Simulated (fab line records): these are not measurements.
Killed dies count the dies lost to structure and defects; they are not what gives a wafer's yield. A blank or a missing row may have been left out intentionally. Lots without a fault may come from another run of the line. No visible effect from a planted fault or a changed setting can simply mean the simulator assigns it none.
Matching of chambers ; flow n5 finfet ; N5_FIN_SAQP_ETCH_64 on rie si-02: 4 sister chambers
The step etches SiO2 in CF4, target depth 1.5 nm. 4 wafers are shown with their chamber, then 7 later ones without.

== WAFERS PAIRED WITH THEIR CHAMBERS ==
wafer;chamber;throttle valve pct (%)
L077.1;2;21.41
L083.6;1;21.98
L084.1;0;21.36
L084.3;3;22.04

== WAFERS WITH NO CHAMBER GIVEN ==
wafer;throttle valve pct (%)
L084.6;21.95
L088.1;21.35
L088.2;21.98
L088.5;22.05
L097.1;21.97
L097.2;21.36
L097.3;21.41

== CHAMBER TAKEN BY EACH ==
wafer;from the rows above;in truth
L084.6;1;1
L088.1;0;0
L088.2;1;1
L088.5;3;3
L097.1;1;1
L097.2;0;0
L097.3;2;2
7 of 7 placed correctly. Left unplaced by these rows: 0. Placed wrongly: 0.
How it was worked out, from the rows above alone: a wafer's distance from a chamber is the root of the sum, over the readings, of the square of ((its reading less the chamber's mean) divided by the reading's scatter). If the next closest chamber is less than 2 further off than the closest, the wafer can't be placed; otherwise it belongs to the closest. The mean given for a chamber averages the wafers shown for that chamber. The scatter: root of mean squared gap, hidden wafer to nearest shown wafer, with one shown wafer a chamber.
